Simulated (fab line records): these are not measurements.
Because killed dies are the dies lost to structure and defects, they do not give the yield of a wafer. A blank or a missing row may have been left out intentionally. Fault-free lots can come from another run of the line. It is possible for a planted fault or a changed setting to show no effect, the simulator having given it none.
Chamber matching -- flow nandHarc -- NHARC_P_BONDPAD_DEP_00 on pecvd-03 has 3 sister chambers
The step deposits SiCN, target thk 250 nm. 6 wafers are shown with their chamber, then 11 later ones without.

## EACH WAFER AND ITS CHAMBER
wafer,chamber,heaterPowerW (W),heaterPowerOuterW (W)
L086.1,1,589,339
L086.5,0,504,285
L087.1,0,471,257
L087.5,2,540,317
L087.6,1,585,332
L090.1,2,532,299

## WAFERS MISSING THEIR CHAMBER
wafer,heaterPowerW (W),heaterPowerOuterW (W)
L090.3,514,281
L090.6,542,301
L091.4,624,337
L091.5,495,279
L091.6,499,295
L096.1,472,258
L096.2,605,336
L096.3,611,367
L097.3,514,292
L097.4,636,378
L097.6,480,272

## CHAMBER TAKEN BY EACH
wafer,from the rows above,in truth
L090.3,can't be placed: 0 or 2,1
L090.6,2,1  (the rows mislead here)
L091.4,1,1
L091.5,0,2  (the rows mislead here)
L091.6,can't be placed: 0 or 2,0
L096.1,0,0
L096.2,1,1
L096.3,1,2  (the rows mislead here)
L097.3,can't be placed: 2 or 0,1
L097.4,1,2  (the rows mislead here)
L097.6,0,0
Placed correctly: 4 of 11. Unplaceable from these rows: 3, with the true chamber sitting among the candidates in 1. Wrongly placed: 4.
How it was worked out, from the rows above alone: a wafer's distance from a chamber is the root of the sum, over the readings, of the square of ((its reading less the chamber's mean) divided by the reading's scatter). If the next closest chamber is less than 2 further off than the closest, the wafer can't be placed; otherwise it belongs to the closest. A chamber's mean is the mean of its shown wafers. The scatter is the square root of a quotient: the sum, over the shown wafers, of each reading's squared deviation from its chamber's mean, divided by wafers minus chambers.
